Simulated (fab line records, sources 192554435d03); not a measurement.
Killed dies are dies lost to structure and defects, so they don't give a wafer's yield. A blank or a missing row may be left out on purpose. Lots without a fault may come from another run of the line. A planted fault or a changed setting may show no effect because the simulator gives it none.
fab line records | flow n5_finfet
record lots=11 wafers=33 last_day=18
route steps=1938 shown BEOL_M2@900 BEOL_M4@1111 PASSIVATION@1936
lots that met no fault: from a run of the same line without faults
start_h: hours from the record's first day to the start of the lot's first wafer shown | wait_h: hours since the lot's step before | " the same as in the row above | L1.1+2: a row that stands for several wafers | - no value, or no start given | * or withheld: withheld | < > ~ a bound
route shown NAME@n: a module of which the file shows steps, and the number in the route of the first | usual: mean/standard deviation of fault-free wafers | same: alike in all rows | chamber/n: place in a boat | sites: the reading at each site | _std_site: their standard deviation | _edge_site: outer sites' mean less inner sites' | radius_mm: how far each site lies from the wafer's centre | mask NAME#n: copy n | behind: the tool/chamber that last shaped the wafer | hold: why the lot was held/for how many hours/how that ended | device: the transistor (n, p or np) that didn't switch | end of line: the same wafers' tests at the end of the route | a step without rows: its recipe alone | killed: dies lost to structure and defects at the first sort, not the wafer's yield | map: a wafer's dies, x killed, . not, _ none there
set.NAME: the setting as run; set.NAME@STEP: as run at that earlier step | model.NAME: the simulator's own value behind a step, which no gauge read
steps of the route over a sample of lots; a table a step, a row a wafer
services: from which hour (start_h, from the record's first day; less than 0 if before it) a tool's chamber was out of use, for how many hours, and why
## steps
# step N5_BEOL_M2_PRE_CLEAN_45
# recipe gas=H2/He time_s=30 temp_c=250
# usual heater_power_w=339/39
# columns lot.wafer tool chamber start_h wait_h heater_power_w
L379.1 pvd_sputter-01 - 136.40 0.0 330
L379.4 " - " " 327
L379.5 " - " " 299
L381.2 pvd_sputter-03 - 152.39 0.0 392
L381.4 " - " " 343
L381.6 " - " " 300
L387.1 pvd_sputter-03 - 190.27 0.0 397
L387.5 " - " " 302
L387.6 " - " " 341
L394.1 pvd_sputter-03 - 228.99 0.0 332
L394.2 " - " " 294
L394.3 " - " " 402
L393.1 pvd_sputter-01 - 235.20 0.0 299
L393.3 " - " " 356
L393.5 " - " " 352
L395.2 pvd_sputter-03 - 241.45 0.0 385
L395.3 " - " " 342
L395.4 " - " " 293
L396.2 pvd_sputter-02 - 245.19 0.0 324
L396.3 " - " " 290
L396.5 " - " " 306
L398.1 pvd_sputter-02 - 247.59 0.0 338
L398.2 " - " " 363
L398.5 " - " " 296
L399.2 pvd_sputter-03 - 250.70 0.0 291
L399.3 " - " " 390
L399.4 " - " " 345
L402.2 pvd_sputter-03 - 276.83 0.0 342
L402.3 " - " " 292
L402.5 " - " " 387
L401.1 pvd_sputter-03 - 280.78 0.0 393
L401.3 " - " " 292
L401.5 " - " " 388
# step N5_BEOL_M2_ANNEAL_82
# recipe temp_c=400 time_s=240 ambient=vacuum
# usual heater_power_w=856/97
# columns lot.wafer tool chamber start_h wait_h heater_power_w
L379.1 pvd_sputter-03 - 137.54 0.0 722
L379.4 " - " " 1000
L379.5 " - " " 978
L381.2 pvd_sputter-03 - 153.53 0.0 748
L381.4 " - " " 988
L381.6 " - " " 965
L387.1 pvd_sputter-03 - 191.57 0.0 840
L387.5 " - " " 855
L387.6 " - " " 731
L394.1 pvd_sputter-03 - 230.03 0.0 977
L394.2 " - " " 735
L394.3 " - " " 851
L393.1 pvd_sputter-02 - 236.27 0.0 821
L393.3 " - " " 743
L393.5 " - " " 745
L395.2 pvd_sputter-01 - 242.71 0.0 889
L395.3 " - " " 814
L395.4 " - " " 736
L396.2 pvd_sputter-03 - 246.56 0.0 974
L396.3 " - " " 741
L396.5 " - " " 740
L398.1 pvd_sputter-03 - 248.66 0.0 990
L398.2 " - " " 744
L398.5 " - " " 835
L399.2 pvd_sputter-01 - 252.12 0.0 805
L399.3 " - " " 856
L399.4 " - " " 828
L402.2 pvd_sputter-03 - 277.92 0.0 957
L402.3 " - " " 731
L402.5 " - " " 1004
L401.1 pvd_sputter-03 - 282.18 0.0 968
L401.3 " - " " 1007
L401.5 " - " " 738
# step N5_BEOL_M2_SPUTTER_86
# recipe material=Cu target_thk_a=45 temp_c=-20 chamber_pressure_pa=0.07 power_w=withheld time_s=8.29
# usual chamber_pressure_pa=0.07003/0.00012 chuck_gas_flow_sccm=1.27/0.054 throttle_valve_pct=29.7/1.1
# columns lot.wafer tool chamber start_h wait_h chamber_pressure_pa chuck_gas_flow_sccm throttle_valve_pct
L379.1 pvd_sputter-03 - 137.68 0.1 0.07 1.34 29.3
L379.4 " - " " 0.07001 1.26 30.5
L379.5 " - " " 0.07003 1.31 30.6
L381.2 pvd_sputter-03 - 153.67 0.1 0.07011 1.38 29.0
L381.4 " - " " 0.07014 1.20 30.8
L381.6 " - " " 0.07 1.18 31.0
L387.1 pvd_sputter-03 - 191.71 0.1 0.06992 1.25 28.9
L387.5 " - " " 0.07008 1.28 29.0
L387.6 " - " " 0.06995 1.28 29.3
L394.1 pvd_sputter-03 - 230.17 0.1 - - -
L394.2 " - " " - - -
L394.3 " - " " - - -
L393.1 pvd_sputter-02 - 236.41 0.1 - - -
L393.3 " - " " - - -
L393.5 " - " " - - -
L395.2 pvd_sputter-01 - 242.85 0.1 - - -
L395.3 " - " " - - -
L395.4 " - " " - - -
L396.2 pvd_sputter-03 - 246.70 0.1 0.06995 1.19 30.8
L396.3 " - " " 0.07008 1.24 29.1
L396.5 " - " " 0.06993 1.26 29.1
L398.1 pvd_sputter-03 - 248.80 0.1 0.07001 1.26 30.8
L398.2 " - " " 0.0702 1.19 29.2
L398.5 " - " " 0.06988 1.32 28.7
L399.2 pvd_sputter-01 - 252.26 0.1 0.07002 1.29 27.8
L399.3 " - " " 0.06995 1.22 29.8
L399.4 " - " " 0.07003 1.20 29.2
L402.2 pvd_sputter-03 - 278.06 0.1 0.06999 1.22 31.3
L402.3 " - " " 0.07007 1.36 29.0
L402.5 " - " " 0.0698 1.22 31.0
L401.1 pvd_sputter-03 - 282.32 0.1 0.06993 1.35 30.4
L401.3 " - " " 0.07001 1.29 31.0
L401.5 " - " " 0.06999 1.27 29.2
# step N5_BEOL_M2_ANNEAL_89
# recipe temp_c=400 time_s=240 ambient=vacuum
# usual heater_power_w=858/97
# columns lot.wafer tool chamber start_h wait_h heater_power_w
L379.1 pvd_sputter-03 - 137.98 0.0 750
L379.4 " - " " 986
L379.5 " - " " 974
L381.2 pvd_sputter-03 - 153.97 0.0 744
L381.4 " - " " 1005
L381.6 " - " " 988
L387.1 pvd_sputter-03 - 192.01 0.0 834
L387.5 " - " " 823
L387.6 " - " " 761
L394.1 pvd_sputter-03 - 230.47 0.0 1001
L394.2 " - " " 723
L394.3 " - " " 862
L393.1 pvd_sputter-02 - 236.71 0.0 828
L393.3 " - " " 749
L393.5 " - " " 764
L395.2 pvd_sputter-01 - 243.15 0.0 848
L395.3 " - " " 793
L395.4 " - " " 737
L396.2 pvd_sputter-03 - 247.00 0.0 1003
L396.3 " - " " 739
L396.5 " - " " 749
L398.1 pvd_sputter-03 - 249.10 0.0 989
L398.2 " - " " 731
L398.5 " - " " 828
L399.2 pvd_sputter-01 - 252.56 0.0 823
L399.3 " - " " 878
L399.4 " - " " 839
L402.2 pvd_sputter-03 - 278.36 0.0 966
L402.3 " - " " 726
L402.5 " - " " 992
L401.1 pvd_sputter-03 - 282.62 0.0 981
L401.3 " - " " 992
L401.5 " - " " 734
# step N5_BEOL_M4_RC_MEAS_101
# usual DIBL_N=36.5/1.4 DIBL_P=36.9/1.7 IOFF_N=0.163/0.023 IOFF_P=0.22/0.032 ION_N=673/9 ION_P=462/7.5 SS_N=71.6/0.54 SS_P=73.4/0.62 VT_N=249.8/2.8 VT_P=-250/3.5
# columns lot.wafer tool chamber start_h wait_h DIBL_N[mV/V] DIBL_P[mV/V] IOFF_N[nA/um] IOFF_P[nA/um] ION_N[uA/um] ION_P[uA/um] SS_N[mV/dec] SS_P[mV/dec] VT_N[mV] VT_P[mV]
L379.1 prober-02 0 164.82 0.0 35.6 35.4 0.143 0.19 663 459 71.8 73.3 252.3 -255
L379.4 " 0 " " 36.6 36.4 0.167 0.20 665 450 72.1 73.2 249.5 -253
L379.5 " 0 " " 35.5 35.4 0.149 0.19 674 461 71.7 72.7 251.7 -255
L381.2 prober-02 0 182.56 0.2 36.8 36.5 0.161 0.26 684 479 71.6 73.5 249.2 -243
L381.4 " 0 " " 37.5 36.5 0.173 0.25 680 475 72.0 73.7 247.9 -248
L381.6 " 0 " " 38.1 37.9 0.186 0.29 689 482 71.9 73.7 245.9 -244
L387.1 prober-01 0 213.11 0.0 36.0 37.5 0.176 0.25 676 468 71.8 74.1 248.6 -244
L387.5 " 0 " " 35.8 37.3 0.174 0.25 672 469 71.7 74.3 246.6 -248
L387.6 " 0 " " 36.5 37.8 0.187 0.27 679 469 73.1 73.4 249.4 -246
L394.1 prober-01 0 250.54 0.0 37.3 38.5 0.196 0.24 682 462 71.8 74.2 245.1 -249
L394.2 " 0 " " 38.3 39.0 0.204 0.25 694 464 71.9 74.2 244.8 -248
L394.3 " 0 " " 36.1 36.6 0.161 0.22 687 469 70.9 74.0 248.7 -249
L393.1 prober-02 0 258.78 0.0 36.8 37.7 0.165 0.23 676 463 71.1 74.2 250.1 -249
L393.3 " 0 " " 38.4 39.3 0.190 0.27 678 470 71.7 73.5 249.8 -246
L393.5 " 0 " " 37.9 38.4 0.181 0.25 676 468 71.4 73.5 249.2 -249
L395.2 prober-02 0 272.90 0.2 38.2 39.0 0.202 0.26 680 470 71.1 73.4 245.6 -246
L395.3 " 0 " " 35.8 36.5 0.160 0.21 660 454 71.4 72.9 248.4 -249
L395.4 " 0 " " 35.6 35.4 0.148 0.19 676 460 71.3 73.3 250.4 -252
L396.2 prober-02 0 276.68 0.2 36.8 38.5 0.174 0.21 686 462 71.9 73.5 247.8 -251
L396.3 " 0 " " 36.8 38.7 0.182 0.24 684 470 71.7 73.6 248.8 -248
L396.5 " 0 " " 37.8 40.1 0.198 0.25 688 467 72.4 73.6 244.6 -246
L398.1 prober-01 0 277.93 0.0 33.6 35.0 0.123 0.19 658 461 70.9 72.6 255.1 -251
L398.2 " 0 " " 35.3 36.8 0.146 0.21 678 464 71.4 73.4 253.1 -252
L398.5 " 0 " " 33.0 34.3 0.114 0.18 657 461 71.1 73.1 255.0 -256
L399.2 prober-02 0 282.28 0.2 37.8 39.6 0.191 0.22 679 457 71.9 74.2 247.5 -252
L399.3 " 0 " " 35.1 36.1 0.142 0.17 671 448 71.0 73.7 251.1 -258
L399.4 " 0 " " 34.4 35.9 0.128 0.17 656 454 70.8 73.8 255.7 -254
L402.2 prober-02 0 303.82 0.2 37.3 36.0 0.184 0.25 675 464 71.8 73.7 246.7 -246
L402.3 " 0 " " 38.3 37.0 0.213 0.29 673 460 71.7 74.9 245.4 -246
L402.5 " 0 " " 37.7 35.6 0.183 0.25 673 462 72.7 74.1 249.9 -247
L401.1 prober-02 0 309.87 0.0 37.4 36.8 0.154 0.21 669 464 71.8 73.0 251.2 -249
L401.3 " 0 " " 35.0 33.4 0.117 0.16 668 456 71.4 72.8 254.7 -253
L401.5 " 0 " " 37.4 36.2 0.156 0.20 664 455 71.9 73.4 252.8 -249
# step N5_PASSIVATION_PROBE_49
# usual defect_limited_yield=91.2/1.4 killed_at_M0_to_M3=35/11 killed_at_M4_up=12/4.2 killed_at_contacts=13/5.6 killed_at_front_end=40/12 killed_at_other=3.3/2.6 killed_dies=103/17 killed_open=68/12 killed_short=34/7.6 sort_bin_5_function=5.1/0.95 sort_bin_6_memory=3.3/0.68 sort_n_pass=1077/17 sort_yield_pct=91.2/1.4
# same gross_dies=1180 killed_at_back_side=0 sort_bin_4_leakage[%]=0 sort_bin_8_speed[%]=0
# columns lot.wafer tool chamber start_h wait_h defect_limited_yield[%] killed_at_M0_to_M3 killed_at_M4_up killed_at_contacts killed_at_front_end killed_at_other killed_dies killed_open killed_short sort_bin_5_function[%] sort_bin_6_memory[%] sort_n_pass sort_yield_pct[%]
L394.1 prober-01 - 349.13 0.0 92.9 34 5 11 26 8 84 61 16 4.2 2.9 1096 92.9
L394.2 prober-01 - 349.18 0.1 91.0 31 11 17 42 5 106 66 36 4.9 3.5 1074 91.0
L394.3 prober-01 - 349.23 0.1 92.4 22 9 11 47 1 90 56 27 5.3 1.9 1090 92.4
L393.1 prober-02 - 355.75 0.0 89.0 49 19 11 49 2 130 84 39 5.9 4.7 1050 89.0
L393.3 prober-02 - 355.85 0.1 89.6 44 7 12 55 5 123 80 35 6.4 3.7 1057 89.6
L393.5 prober-02 - 355.95 0.2 89.7 24 15 17 60 5 121 82 36 6.9 3.0 1059 89.7
L395.2 prober-02 - 374.79 0.1 89.7 63 5 18 33 2 121 75 38 5.5 4.2 1059 89.7
L395.3 prober-02 - 374.84 0.1 90.2 48 14 20 33 1 116 74 37 5.1 4.5 1064 90.2
L395.4 prober-02 - 374.89 0.2 89.7 65 13 12 29 2 121 74 37 6.4 3.1 1059 89.7
# killed by level:class
L394.1 BEOL_M1:geometric_particle:open=11 STI_FIN_REVEAL:geometric_particle:open=10 MOL_CONTACT_COAG:geometric_particle:open=8 BEOL_M2:interface_void_opened=7 BEOL_M2:geometric_particle:open=5 BEOL_M0_SAQP:geometric_particle:short=4 MIM_TOP_ETCH:geometric_particle:open=4 BEOL_M3:geometric_particle:open=4
L394.2 MOL_CONTACT_COAG:geometric_particle:open=15 STI_FIN_REVEAL:geometric_particle:open=14 BEOL_M0_SAQP:geometric_particle:short=9 FIN_SAQP:geometric_particle:open=7 FIN_SAQP:geometric_particle:short=5 BEOL_M0_SAQP:geometric_particle:open=5 BEOL_M4:geometric_particle:open=5 BEOL_M2:geometric_particle:open=4
L394.3 FIN_SAQP:geometric_particle:short=14 FIN_SAQP:geometric_particle:open=10 MOL_CONTACT_COAG:geometric_particle:open=9 BEOL_M3:geometric_particle:open=7 GATE_CUT:geometric_particle:open=6 BEOL_M2:interface_void_opened=5 BEOL_M0_SAQP:geometric_particle:open=5 GATE_CUT:geometric_particle:short=3
L393.1 FIN_SAQP:geometric_particle:open=13 BEOL_M0_SAQP:geometric_particle:open=12 BEOL_M1:geometric_particle:open=11 STI_FIN_REVEAL:geometric_particle:open=8 MOL_CONTACT_COAG:geometric_particle:open=8 BEOL_M0_SAQP:geometric_particle:short=6 FIN_CUT:geometric_particle:short=5 BEOL_M3:geometric_particle:open=5
L393.3 FIN_SAQP:geometric_particle:open=19 MOL_CONTACT_COAG:geometric_particle:open=11 FIN_SAQP:geometric_particle:short=9 BEOL_M1:geometric_particle:open=9 BEOL_M2:geometric_particle:open=8 GATE_CUT:geometric_particle:short=6 BEOL_M0_SAQP:geometric_particle:open=6 BEOL_M2:interface_void_opened=6
L393.5 FIN_SAQP:geometric_particle:open=16 MOL_CONTACT_COAG:geometric_particle:open=14 FIN_SAQP:geometric_particle:short=10 STI_FIN_REVEAL:geometric_particle:open=8 BEOL_M0_SAQP:geometric_particle:open=8 GATE_CUT:geometric_particle:short=6 BEOL_M5:geometric_particle:open=5 ILD0:geometric_particle:open=4
L395.2 BEOL_M1:geometric_particle:open=17 MOL_CONTACT_COAG:geometric_particle:open=15 BEOL_M0_SAQP:geometric_particle:open=11 BEOL_M0:geometric_particle:short=8 BEOL_M0_SAQP:geometric_particle:short=7 STI_FIN_REVEAL:geometric_particle:open=6 GATE_CUT:geometric_particle:short=6 BEOL_M2:geometric_particle:open=6
L395.3 MOL_CONTACT_COAG:geometric_particle:open=17 BEOL_M0_SAQP:geometric_particle:open=16 BEOL_M0_SAQP:geometric_particle:short=13 BEOL_M1:geometric_particle:open=9 GATE_CUT:geometric_particle:short=7 BEOL_M6:geometric_particle:open=7 STI_FIN_REVEAL:geometric_particle:open=6 FIN_SAQP:geometric_particle:open=5
L395.4 BEOL_M0_SAQP:geometric_particle:short=17 BEOL_M0_SAQP:geometric_particle:open=16 BEOL_M1:geometric_particle:open=13 MOL_CONTACT_COAG:geometric_particle:open=8 BEOL_M2:interface_void_opened=6 STI_FIN_REVEAL:geometric_particle:open=5 BEOL_M1:geometric_particle:short=5 BEOL_M8:geometric_particle:open=5
## services
# columns tool chamber start_h hours kind
pvd_sputter-01 - 281.97 1.4 repair
## key
first_sign step=N5_BEOL_M2_SPUTTER_86 reading=tool_record direction=missing
effect none on later readings
met_at N5_BEOL_M2_SPUTTER_86
struck_lots L393,L394,L395
not_acting_at N5_BEOL_M2_PRE_CLEAN_45,N5_BEOL_M2_ANNEAL_82,N5_BEOL_M2_ANNEAL_89
onset_between 191.71 230.17
fault kind=skipped_step_whole tool=pvd_sputter-01,pvd_sputter-02,pvd_sputter-03 chamber=- onset_h=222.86 steps=N5_BEOL_M2_SPUTTER_86 scope=struck_lots_only
